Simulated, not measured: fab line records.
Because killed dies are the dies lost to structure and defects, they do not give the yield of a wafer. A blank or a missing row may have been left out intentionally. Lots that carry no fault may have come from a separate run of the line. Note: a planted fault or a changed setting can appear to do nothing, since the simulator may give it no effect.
Chamber matching ; flow n5_finfet ; N5_SD_EPI_N_ETCHBACK_44 on rie_diel-02: 4 sister chambers
The step etches SiNx in CH3F/O2, stops on SiO2, target depth 14.5 nm. 14 wafers are shown with their chamber, then 7 later ones without.

## WAFERS PAIRED WITH THEIR CHAMBERS
wafer;chamber;showerhead_plenum_p_Torr (Torr);throttle_valve_pct (%);oes_product_au (a.u.)
L076.3;3;2.08;16.12;0.64
L076.4;2;1.93;16.34;0.67
L076.5;3;2.08;16.10;0.64
L079.1;2;1.93;16.35;0.66
L079.3;0;2.04;16.09;0.80
L079.4;1;1.90;16.36;0.61
L080.2;1;1.90;16.37;0.61
L080.4;0;2.04;16.10;0.79
L080.6;1;1.90;16.34;0.61
L081.2;3;2.08;16.13;0.62
L081.5;1;1.90;16.37;0.61
L081.6;3;2.08;16.13;0.63
L082.1;1;1.90;16.38;0.60
L082.4;1;1.89;16.38;0.60

SIGNATURES (means of the wafers above)
reading;chamber 0;chamber 1;chamber 2;chamber 3;scatter within a chamber
showerhead_plenum_p_Torr;2.0400;1.8983;1.9300;2.0800;0.00289
throttle_valve_pct;16.0950;16.3667;16.3450;16.1200;0.0135
oes_product_au;0.7950;0.6067;0.6650;0.6325;0.00713
Rule: a wafer lies at a distance from a chamber equal to the root of the sum of squares, over the readings, of (its reading less the chamber's mean, divided by the reading's scatter). The wafer belongs to the nearest chamber; if the next one is less than 2 further off, it can't be placed. How the scatter is found: for the shown wafers, subtract from each reading the mean of its chamber, square and add these, divide the total by (wafers less chambers), then take the root.

## WAFERS WHOSE CHAMBER IS MISSING
wafer;showerhead_plenum_p_Torr (Torr);throttle_valve_pct (%);oes_product_au (a.u.)
L082.5;2.08;16.11;0.62
L084.1;2.04;16.12;0.78
L084.3;1.93;16.36;0.65
L084.4;2.08;16.13;0.63
L094.1;1.92;16.42;0.63
L094.3;2.03;16.15;0.75
L094.5;1.89;16.44;0.59

## WHICH CHAMBER EACH WENT THROUGH
wafer;from the rows above;in truth
L082.5;3;3
L084.1;0;0
L084.3;2;2
L084.4;3;3
L094.1;can't be placed: 2 or 1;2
L094.3;0;0
L094.5;1;1
Correctly placed: 6 of 7. Can't be placed from these rows: 1 (the true chamber is among the candidates in 1). Placed wrongly: 0.
